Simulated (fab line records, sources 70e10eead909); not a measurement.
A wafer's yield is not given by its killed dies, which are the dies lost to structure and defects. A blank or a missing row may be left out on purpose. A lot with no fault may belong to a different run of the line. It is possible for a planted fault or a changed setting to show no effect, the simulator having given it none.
Which tool is to blame? | flow nandHarc | 35 wafers from 12 lots sampled at 6 of the route's 1302 steps

## WHAT EACH GAUGE READ, for each wafer
NHARC_A_M1_CD_MEAS_09: the cd target is 120 nm.
lot  | measured     | on       | cdNm (nm)
L669 | day 23 09:46 | cdSem-03 | 120.0 120.2 120.4
L671 | day 23 15:58 | cdSem-03 | 120.9 120.2 120.1
L668 | day 23 18:36 | cdSem-03 | 118.8 119.7 120.7
L674 | day 26 00:57 | cdSem-03 | 119.9 118.6 119.3
L675 | day 26 06:01 | cdSem-01 | 119.7 119.2 119.1
L677 | day 26 21:49 | cdSem-02 | 119.8 120.2 120.1
L676 | day 27 02:26 | cdSem-02 | 120.2 120.0 119.3
L678 | day 27 10:00 | cdSem-03 | 120.2 119.9 120.5
L681 | day 27 19:20 | cdSem-02 | 120.3 120.2 119.6
L682 | day 28 20:47 | cdSem-02 | 120.5 120.2 120.5
L683 | day 28 21:07 | cdSem-01 | 120.8 120.6 118.9
L687 | day 31 09:33 | cdSem-01 | 130.9 131.6

NHARC_END_SORT_01.
lot  | measured     | on        | defectLimitedYield (%) | killedAtArray | killedAtOther | killedAtPeriphery | killedDies | killedOpen | killedShort | sort_bin_2_pct (%) | sort_bin_3_pct (%) | sort_bin_4_pct (%) | sortNPass | sortRimYieldPct (%) | sortYieldPct (%)
L681 | day 29 09:20 | prober-02 | 96.0                   | 23            | 1             | 3                 | 27         | 4          | 4           | 1.0                | 0.1                | 2.8                | 650       | 93                  | 96.0
L687 | day 33 05:07 | prober-01 | 94.4                   | 36            | 0             | 2                 | 38         | 0          | 2           | 1.0                | 0.3                | 4.3                | 639       | 90                  | 94.4

## WHICH TOOL RAN EACH LOT (tool, then ch and the chambers of the sampled wafers, then the start)
lot  | NHARC_A_M0_STRIP_18               | NHARC_A_M0_PVD_21                      | NHARC_A_M0_ANNEAL_30            | NHARC_A_M1_PEB_07
L669 | rieDiel-01 ch 0,2,3, day 23 06:18 | pvdSputter-02, day 23 07:35 or earlier | rtpAnneal-02 ch 0, day 23 07:35 | lithoTrack-04 ch 0, day 23 09:41
L671 | rieDiel-01 ch 2,3, day 23 12:31   | pvdSputter-02, day 23 13:53 or earlier | rtpAnneal-02 ch 0, day 23 13:53 | lithoTrack-06 ch 0, day 23 15:53
L668 | rieDiel-01 ch 0,2,3, day 23 15:16 | pvdSputter-01, day 23 16:36 or earlier | rtpAnneal-02 ch 0, day 23 16:36 | lithoTrack-06 ch 0, day 23 18:31
L674 | rieDiel-04 ch 1,2,3, day 25 21:35 | pvdSputter-01, day 25 22:52 or earlier | rtpAnneal-02 ch 0, day 25 22:52 | lithoTrack-01 ch 0, day 26 00:52
L675 | rieDiel-01 ch 0,1,3, day 26 02:30 | pvdSputter-03, day 26 03:52 or earlier | rtpAnneal-01 ch 0, day 26 03:52 | lithoTrack-01 ch 0, day 26 05:56
L677 | rieDiel-04 ch 0,1,2, day 26 18:13 | pvdSputter-01, day 26 19:30 or earlier | rtpAnneal-02 ch 0, day 26 19:30 | lithoTrack-04 ch 0, day 26 21:44
L676 | rieDiel-01 ch 1,2,3, day 26 22:56 | pvdSputter-01, day 27 00:16 or earlier | rtpAnneal-01 ch 0, day 27 00:16 | lithoTrack-01 ch 0, day 27 02:22
L678 | rieDiel-04 ch 1,2, day 27 06:26   | pvdSputter-01, day 27 07:45 or earlier | rtpAnneal-02 ch 0, day 27 07:45 | lithoTrack-06 ch 0, day 27 09:55
L681 | rieDiel-04 ch 0,1,2, day 27 15:49 | pvdSputter-01, day 27 17:10 or earlier | rtpAnneal-01 ch 0, day 27 17:10 | lithoTrack-04 ch 0, day 27 19:15
L682 | rieDiel-04 ch 0,1,3, day 28 17:14 | pvdSputter-01, day 28 18:35 or earlier | rtpAnneal-02 ch 0, day 28 18:35 | lithoTrack-06 ch 0, day 28 20:43
L683 | rieDiel-11 ch 0,1,3, day 28 17:37 | pvdSputter-02, day 28 18:57 or earlier | rtpAnneal-02 ch 0, day 28 18:57 | lithoTrack-01 ch 0, day 28 21:02
L687 | rieDiel-04 ch 1,3, day 31 05:50   | pvdSputter-01, day 31 07:20 or earlier | rtpAnneal-02 ch 0, day 31 07:20 | lithoTrack-01 ch 0, day 31 09:28
- NHARC_A_M0_STRIP_18: strips in N2/H2.
- NHARC_A_M0_PVD_21: deposits Cu, target thk 30 nm, time 20.49 s.
- NHARC_A_M0_ANNEAL_30: time 90 s.
- NHARC_A_M1_PEB_07: peb time 65 s.

## WHAT THE TOOLS THEMSELVES READ (means of the sampled wafers that have a number; where no wafer has one, the mark that the record gives instead)
NHARC_A_M0_STRIP_18.
lot  | tool       | drypumpMotorCurrentA (A) | n2FlowSccm (sccm) | oesProductAu (a.u.) | rfVppV (V) | showerheadPlenumPTorr (Torr) | throttleValvePct (%)
L669 | rieDiel-01 | 5.5                      | 150.3             | 0.998               | 90.5       | 2.03                         | 14.168
L671 | rieDiel-01 | 5.6                      | 150.2             | 0.997               | 89.9       | 1.96                         | 14.177
L668 | rieDiel-01 | 5.5                      | 150.3             | 0.995               | 91.0       | 2.03                         | 14.165
L674 | rieDiel-04 | 5.5                      | 149.6             | 1.000               | 90.4       | 2.00                         | 14.172
L675 | rieDiel-01 | 5.3                      | 149.9             | 0.995               | 90.8       | 2.01                         | 14.175
L677 | rieDiel-04 | 5.5                      | 150.4             | 0.997               | 90.4       | 1.96                         | 14.173
L676 | rieDiel-01 | 5.7                      | 150.0             | 1.004               | 90.2       | 2.01                         | 14.167
L678 | rieDiel-04 | 5.7                      | 149.8             | 0.999               | 90.2       | 1.91                         | 14.167
L681 | rieDiel-04 | 5.5                      | 149.8             | 1.007               | 90.1       | 1.96                         | 14.176
L682 | rieDiel-04 | 5.3                      | 149.6             | 0.999               | 91.0       | 2.06                         | 14.171
L683 | rieDiel-11 | 5.3                      | 150.1             | 1.001               | 91.2       | 2.00                         | 14.166
L687 | rieDiel-04 | 5.3                      | 149.9             | 1.001               | 91.2       | 2.05                         | 14.174

NHARC_A_M0_PVD_21.
lot  | tool          | throttleValvePct (%)
L669 | pvdSputter-02 | 30.7
L671 | pvdSputter-02 | 30.7
L668 | pvdSputter-01 | 29.9
L674 | pvdSputter-01 | 30.2
L675 | pvdSputter-03 | 30.3
L677 | pvdSputter-01 | 30.6
L676 | pvdSputter-01 | 30.3
L678 | pvdSputter-01 | 30.5
L681 | pvdSputter-01 | 29.8
L682 | pvdSputter-01 | 29.7
L683 | pvdSputter-02 | 31.3
L687 | pvdSputter-01 | 30.9

NHARC_A_M0_ANNEAL_30.
lot  | tool         | wafer_temp_C_max
L669 | rtpAnneal-02 | 225.64
L671 | rtpAnneal-02 | 225.93
L668 | rtpAnneal-02 | 225.67
L674 | rtpAnneal-02 | 225.71
L675 | rtpAnneal-01 | 226.32
L677 | rtpAnneal-02 | 225.72
L676 | rtpAnneal-01 | 225.92
L678 | rtpAnneal-02 | 225.77
L681 | rtpAnneal-01 | 226.18
L682 | rtpAnneal-02 | 225.73
L683 | rtpAnneal-02 | 225.77
L687 | rtpAnneal-02 | 225.60

## THE ANSWER, worked out from the rows above alone
Rule: usual is defined by the lots themselves. The widest of any qualifying gaps counts: lots, ordered by their means at a reading, are off when they make up no more than a third of the lots, leave a main group of 4 or more, and stand apart from it by 3 or more times the standard deviation of that group's means. Not used: any main group whose means are identical at the precision the tables above print for the reading. A lot without any number at a reading at which 4 lots or more have one is off too. Any other lot the step has rows for is counted as sound. The gauges are gone through in route order, then the tools' own readings, and for those a lot's mean is taken as printed above. At the first step where some lot is off, the reading lying furthest off is the one used; lots without a number count as furthest.
Off at NHARC_A_M1_CD_MEAS_09 (cdNm): L687. Main group: mean 120.0 nm, sd 0.37.
A tool fits if, at a process step before that reading, it ran every lot that is off, and no sound lot after the first of them. The gauges at NHARC_A_M1_CD_MEAS_09 are tried like those tools. NHARC_A_M0_PVD_21 gives no start for some lots, so the hours and the order of its lots are those of NHARC_A_M0_ANNEAL_30. Can't be told from this: 5 tools fit, rieDiel-04 at NHARC_A_M0_STRIP_18, pvdSputter-01 at NHARC_A_M0_PVD_21, rtpAnneal-02 at NHARC_A_M0_ANNEAL_30, lithoTrack-01 at NHARC_A_M1_PEB_07, cdSem-01 at NHARC_A_M1_CD_MEAS_09.

## WHAT THE SIMULATOR HAD PUT IN
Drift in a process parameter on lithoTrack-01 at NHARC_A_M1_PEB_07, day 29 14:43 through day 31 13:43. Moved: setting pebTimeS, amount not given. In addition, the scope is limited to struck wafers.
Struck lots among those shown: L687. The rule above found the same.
